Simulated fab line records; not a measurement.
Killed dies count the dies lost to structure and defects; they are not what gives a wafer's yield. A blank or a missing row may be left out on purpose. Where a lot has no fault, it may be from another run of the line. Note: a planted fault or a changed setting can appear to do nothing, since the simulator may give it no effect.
A struck lot beside a sound one | flow n5Finfet | 28 steps out of a route of 1938
Sound: wafers L952.2, L952.4, L952.6. The struck wafers were L958.1, L958.4, L958.6. The cause is named last.
Order at every step that has rows: each side's tool, ch and its chambers, its first start. Under that, the readings that differ: sound wafers | struck wafers | difference of the means | sigmas: that difference in standard deviations of wafers without a fault.
alike: words and numbers the same on both sides, and readings whose means are apart by under 2 such deviations; not compared: readings that were withheld, readings missing a value for some wafer, numbers with overlapping values and no deviation given by the record, and bounds like >300 which may hide the same value.
Wherever a step has rows on one side only, a row that says differs or no value, or a row with sigmas, the two part there. When numbers do not overlap yet have no deviation, they are printed without sigmas and do not part them. Lack of a reading on every wafer of one side parts them only where that side has two or more wafers.

first, 8 steps without rows for these wafers: N5_BEOL_M0_CMP_120 (polishes, stops on SiOC, t overpolish 6.9 s); N5_BEOL_M0_PRE_CLEAN_131 (time 15 s); N5_BEOL_M0_CO_CAP_123 (material Co, precursor CCTBA/H2, target thk 2 nm, time 102.1 s); N5_BEOL_M0_PRE_CLEAN_124 (time 15 s); N5_BEOL_M0_DEP_125 (deposits SiCN from 3MS/NH3, target thk 8 nm, time 14 s); N5_BEOL_M1_ILD_DEP_00 (deposits SiOC from DEMS/O2, target thk 79 nm, time 15.3 s); N5_BEOL_M1_PECVD_72 (deposits SiO2 from TEOS/O2, target thk 16 nm, time 18 s); N5_BEOL_M1_HM_DEP_02 (deposits TiN, target thk 20 nm).
N5_BEOL_M1_COAT_61: time 60 s, resist thk 60 nm.
  sound on lithoTrack-02 ch 0, day 8 05:30; struck on lithoTrack-02 ch 0, day 9 11:33
reading                                 | sound                | struck               | difference | sigmas
spinSpeedRpm (rpm)                      | 1499.3 1501.0 1500.3 | 1282.3 1282.5 1283.8 | -217.3     | -99 or more
model.SOC_of_BEOL_M1_COAT_61.thkNm (nm) | 60 59.8 60           | 64.4 64.6 64.8       | +4.7       | 
  alike: resistLineTempC
then, 11 steps without rows for these wafers: N5_BEOL_M1_COAT_62 (time 60 s, resist thk 12 nm); N5_BEOL_M1_COAT_73 (time 60 s, resist thk 5 nm); N5_BEOL_M1_COAT_05 (resist thk 30 nm); N5_BEOL_M1_EBR_07; N5_BEOL_M1_SOFTBAKE_06 (time 60 s); N5_BEOL_M1_EXPOSE_08 (exposes mask M1); N5_BEOL_M1_PEB_09 (peb time 60 s); N5_BEOL_M1_DEVELOP_10 (develop time 30 s); N5_BEOL_M1_DESCUM_16 (chemistry O2, time 7 s); N5_BEOL_M1_ETCH_74 (etches underlayer in N2/H2, target depth 6.5 nm, time 5.2 s); N5_BEOL_M1_ETCH_63 (etches SiARC in CF4, target depth 15.6 nm, time 26 s).
N5_BEOL_M1_ETCH_64: etches SOC in N2/H2, target depth 75 nm, overetch 15 nm, time 112.5 s.
  sound on rieDiel-03 ch 1,2,3, day 8 05:59; struck on rieDiel-04 ch 0,1,3, day 9 12:08
reading                 | sound             | struck            | difference | sigmas
model.etch.depthNm (nm) | 60.07 59.89 59.94 | 64.48 64.58 64.72 | +4.63      | 
  alike: drypumpMotorCurrentA, oesProductAu, rfVppV, showerheadPlenumPTorr, throttleValvePct
  not compared: rfHoursCounterH
then, 3 steps without rows for these wafers: N5_BEOL_M1_STRIP_65 (strips in N2/H2); N5_BEOL_M1_STRIP_75 (strips in N2/H2); N5_BEOL_M1_STRIP_66 (strips in CF4).
N5_BEOL_M1_HM_OPEN_17: chemistry Cl2/BCl3, target TiN, target depth 20 nm, overetch 6 nm.
  sound on rieMetal-01 ch 0,1, day 8 06:09; struck on rieMetal-02 ch 0, day 9 12:19
reading                                 | sound       | struck         | difference | sigmas
drypumpMotorCurrentA (A)                | 6.5 6.0 6.5 | 5.2 5.2 5.2    | -1.1       | -3
model.SOC_of_BEOL_M1_COAT_61.thkNm (nm) | 52.2 52 52  | 56.2 56.4 56.4 | +4.3       | 
  alike: heBacksideLeakSccm, oesProductAu, throttleValvePct
  not compared: rfHoursCounterH
then, 1 step without rows for these wafers: N5_BEOL_M1_STRIP_19 (strips in O2).
-- here the record skips 2 days between the struck wafers' starts before and after, leaving off in module BEOL_M1 and picking up in module BEOL_M4 (first step shown: number 1111 of the route) --
N5_BEOL_M4_RC_MEAS_101:
  sound on prober-01 ch 0, day 10 11:22; struck on prober-02 ch 0, day 11 20:16
  alike: DIBL_N, DIBL_P, IOFF_N, IOFF_P, ION_N, ION_P, SS_N, SS_P, VT_N, VT_P
following that, these wafers have no rows for 1 step: N5_PASSIVATION_PROBE_49.

== WHERE THEY PART ==
At N5_BEOL_M1_COAT_61 first; at N5_BEOL_M1_HM_OPEN_17 last (within this record only). Later steps at which nothing parts them and some readings are alike: N5_BEOL_M4_RC_MEAS_101.

WHY: the cause the simulator had injected
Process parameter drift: lithoTrack-02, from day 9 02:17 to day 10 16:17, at N5_BEOL_M1_COAT_61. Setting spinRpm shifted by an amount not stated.
